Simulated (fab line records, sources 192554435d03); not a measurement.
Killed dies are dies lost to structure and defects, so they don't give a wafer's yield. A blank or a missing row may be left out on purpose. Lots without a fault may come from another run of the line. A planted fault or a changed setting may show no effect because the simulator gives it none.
Which tool did it? | flow n5_finfet | 12 lots, 36 wafers sampled, at 4 steps of a route of 1938

WHAT THE GAUGES READ, wafer by wafer
N5_BEOL_M9_OVL_MEAS_12.
lot  | measured     | on         | M9_OVL (nm)
L075 | day 10 09:48 | overlay-02 | 3.0 0.9 1.3
L076 | day 10 13:22 | overlay-02 | -0.2 1.3 0.5
L081 | day 10 22:04 | overlay-01 | -0.7 0.2 0.5
L080 | day 11 09:16 | overlay-01 | 2.4 1.1 1.4
L083 | day 11 22:17 | overlay-01 | 0.0 0.9 0.9
L084 | day 12 20:39 | overlay-01 | 1.4 1.8 0.5
L086 | day 13 04:07 | overlay-01 | 1.1 1.5 0.5
L089 | day 13 19:46 | overlay-01 | 0.1 0.2 -0.3
L092 | day 14 02:38 | overlay-01 | 0.6 1.8 1.4
L093 | day 14 07:55 | overlay-02 | -0.7 -0.1 0.5
L097 | day 15 04:22 | overlay-01 | 0.4 -0.3 0.2
L095 | day 15 08:53 | overlay-01 | 1.2 1.6 1.1

WHICH TOOL RAN EACH LOT (tool, then ch and the chambers of the sampled wafers, then the start)
lot  | N5_BEOL_M8_STRIP_67                | N5_BEOL_M8_CURE_75            | N5_BEOL_M9_HM_DEP_02
L075 | rie_diel-06 ch 0,2, day 9 22:30    | uv_cure-01 ch 1, day 10 00:55 | pvd_sputter-02, day 10 09:16
L076 | rie_diel-02 ch 0,3, day 10 04:43   | uv_cure-02 ch 1, day 10 09:19 | pvd_sputter-01, day 10 12:58
L081 | rie_diel-06 ch 1,2,3, day 10 13:51 | uv_cure-03 ch 2, day 10 16:13 | pvd_sputter-03, day 10 21:32
L080 | rie_diel-06 ch 0,3, day 11 02:29   | uv_cure-01 ch 2, day 11 05:29 | pvd_sputter-03, day 11 08:44
L083 | rie_diel-06 ch 1,3, day 11 13:43   | uv_cure-01 ch 1, day 11 17:12 | pvd_sputter-01, day 11 21:53
L084 | rie_diel-06 ch 0,2,3, day 12 12:32 | uv_cure-03 ch 0, day 12 16:40 | pvd_sputter-01, day 12 20:07
L086 | rie_diel-04 ch 1,2, day 12 13:08   | uv_cure-01 ch 1, day 12 22:22 | pvd_sputter-03, day 13 03:35
L089 | rie_diel-06 ch 1,2,3, day 13 10:20 | uv_cure-01 ch 0, day 13 12:48 | pvd_sputter-02, day 13 19:15
L092 | rie_diel-02 ch 0,1,2, day 13 17:16 | uv_cure-03 ch 0, day 13 19:10 | pvd_sputter-01, day 14 02:07
L093 | rie_diel-04 ch 1,3, day 13 20:16   | uv_cure-02 ch 0, day 14 02:02 | pvd_sputter-03, day 14 07:23
L097 | rie_diel-02 ch 2,3, day 14 21:41   | uv_cure-02 ch 2, day 14 23:16 | pvd_sputter-02, day 15 03:49
L095 | rie_diel-06 ch 0,2,3, day 14 23:49 | uv_cure-02 ch 1, day 15 02:02 | pvd_sputter-01, day 15 08:22
- N5_BEOL_M8_STRIP_67: strips in CF4.
- N5_BEOL_M8_CURE_75: cures SiCOH lowk, time 120 s.
- N5_BEOL_M9_HM_DEP_02: deposits TiN, target thk 20 nm.

THE ANSWER, worked out from the rows above alone
Rule: what is usual is taken from the lots themselves. Put in order of their means at a reading, lots are off if they are a third of the lots or fewer, leave a main group of 4 or more, and stand apart from it by a gap of 3 or more times the standard deviation of the main group's means; of several such gaps the widest counts. A main group whose means are all the same, to the digits that the tables above print for the reading, isn't used. A lot without any number at a reading at which 4 lots or more have one is off too. The other lots that the step has rows for count as sound.
No lot is off at any reading shown: from this, nothing can be told.

WHAT THE SIMULATOR HAD PUT IN
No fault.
